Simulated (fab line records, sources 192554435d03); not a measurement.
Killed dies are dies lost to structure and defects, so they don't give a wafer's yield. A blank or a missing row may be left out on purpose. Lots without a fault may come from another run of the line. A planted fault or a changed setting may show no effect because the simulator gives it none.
A struck lot beside a sound one | flow n5_finfet | 15 steps out of a route of 1938
Sound: wafers L555.2, L555.4, L555.5. Struck: wafers L557.1, L557.2, L557.3. The cause comes at the end.
At each step with rows: each side's tool, then ch and its chambers, then its first start. Under that, the readings that differ: sound wafers | struck wafers | difference of the means | sigmas: that difference in standard deviations of wafers without a fault.
alike: readings whose means differ by less than 2 such deviations, and words and numbers that are the same on both sides. not compared: withheld readings, readings that some wafer has no value for, bounds like >300 that may hide the same value, and numbers for which the record gives no deviation and whose values overlap.
The two part at a step that has a row with sigmas, a row that says differs or no value, or rows on one side only. Numbers that don't overlap but have no deviation are shown without sigmas and don't part them. A reading that every wafer of one side lacks parts them only if that side has two wafers or more.

first, 3 steps without rows for these wafers: N5_SDB_PRECLEAN_38 (cleans in dHF, time 10 s); N5_SDB_PRECLEAN_39 (cleans in O3/DIW, time 45 s); N5_SDB_SRD_28 (time 30 s).
N5_SDB_ALD_29: deposits SiNx, target thk 30 nm, pulse time 1 s, ald cycles 600.
  sound on ald_sin-01 ch 1,2, day 6 05:09; struck on ald_sin-03 ch 0,2,3, day 6 21:13
  alike: heater_power_w, precursor_pulse_height_rel
N5_SDB_CMP_30: polishes, stops on poly-Si, t overpolish 1.54 s, target thk 30 nm.
  sound on cmp-01 ch 0,1,3, day 6 07:58; struck on cmp-03 ch 0,1,2, day 6 23:57
  alike: motor_current_A, overpolish_run_s, time_to_endpoint_s
N5_SDB_THK_MEAS_31:
  sound on film_metro-02, day 6 08:11; struck on film_metro-02, day 7 00:14
  alike: SDB_THK
N5_SDB_INSPECT_36: inspects for defects (darkfield).
  sound on defect_inspect-01, day 6 08:13; struck on defect_inspect-01, day 7 00:16
  alike: raw_defect_count
N5_DUMMY_REMOVAL_HM_STRIP_01: strips SiNx in CH3F/O2, stops on poly-Si, target depth 4 nm, time 6.8 s.
  sound on rie_diel-01 ch 0,1,3, day 6 08:20; struck on rie_diel-03 ch 0,1,3, day 7 00:18
  alike: drypump_motor_current_A, oes_product_au, rf_vpp_V, showerhead_plenum_p_Torr, throttle_valve_pct
  not compared: rf_hours_counter_h
N5_DUMMY_REMOVAL_STRIP_10: strips in N2/H2, time 40 s.
  sound on rie_diel-01 ch 0,1,3, day 6 08:22; struck on rie_diel-03 ch 0,1,3, day 7 00:20
  alike: bias_power_w, drypump_motor_current_A, oes_product_au, rf_vpp_V, showerhead_plenum_p_Torr, throttle_valve_pct
  not compared: rf_hours_counter_h
then, 2 steps without rows for these wafers: N5_DUMMY_REMOVAL_PRECLEAN_07 (cleans in dHF, time 30 s); N5_DUMMY_REMOVAL_DUMMY_REMOVE_02 (chemistry TMAH, target poly-Si, stops on SiO2, target depth 142 nm, time 57 s, rinse time 30 s).
N5_DUMMY_REMOVAL_INSPECT_06: inspects for defects (brightfield).
  sound on defect_inspect-01, day 6 08:32; struck on defect_inspect-02, day 7 00:30
  alike: raw_defect_count
N5_DUMMY_REMOVAL_PRECLEAN_08: cleans in NF3:NH3, afs cycles 2, time 20 s, sublimation time 60 s.
  sound on remote_plasma-01 ch 0, day 6 08:36; struck on remote_plasma-02 ch 0, day 7 00:32
  no value came back on the struck wafers for afs_cycles, pressure_torr (Torr); on the sound wafers afs_cycles reads 2 2 2
  reading                                     | sound | struck | difference | sigmas
  model.SiO2_of_DUMMY_GATE_ALD_02.thk_nm (nm) | 0 0 0 | 2 2 2  | +2         |
then, 1 step without rows for these wafers: N5_DUMMY_REMOVAL_PRECLEAN_04 (cleans in DHF, time 37 s).
-- the record jumps here: 9 days lie between the struck wafers' starts before and after (it left off in module DUMMY_REMOVAL and takes up again in module PASSIVATION, whose first step shown is number 1936 of the route) --
N5_PASSIVATION_PROBE_49:
  the record has rows for the struck wafers here (prober-02, day 15 22:28) and none for the sound ones

WHERE THEY PART
First at N5_DUMMY_REMOVAL_PRECLEAN_08; last, within this record, at N5_PASSIVATION_PROBE_49.

WHY: what the simulator had put in
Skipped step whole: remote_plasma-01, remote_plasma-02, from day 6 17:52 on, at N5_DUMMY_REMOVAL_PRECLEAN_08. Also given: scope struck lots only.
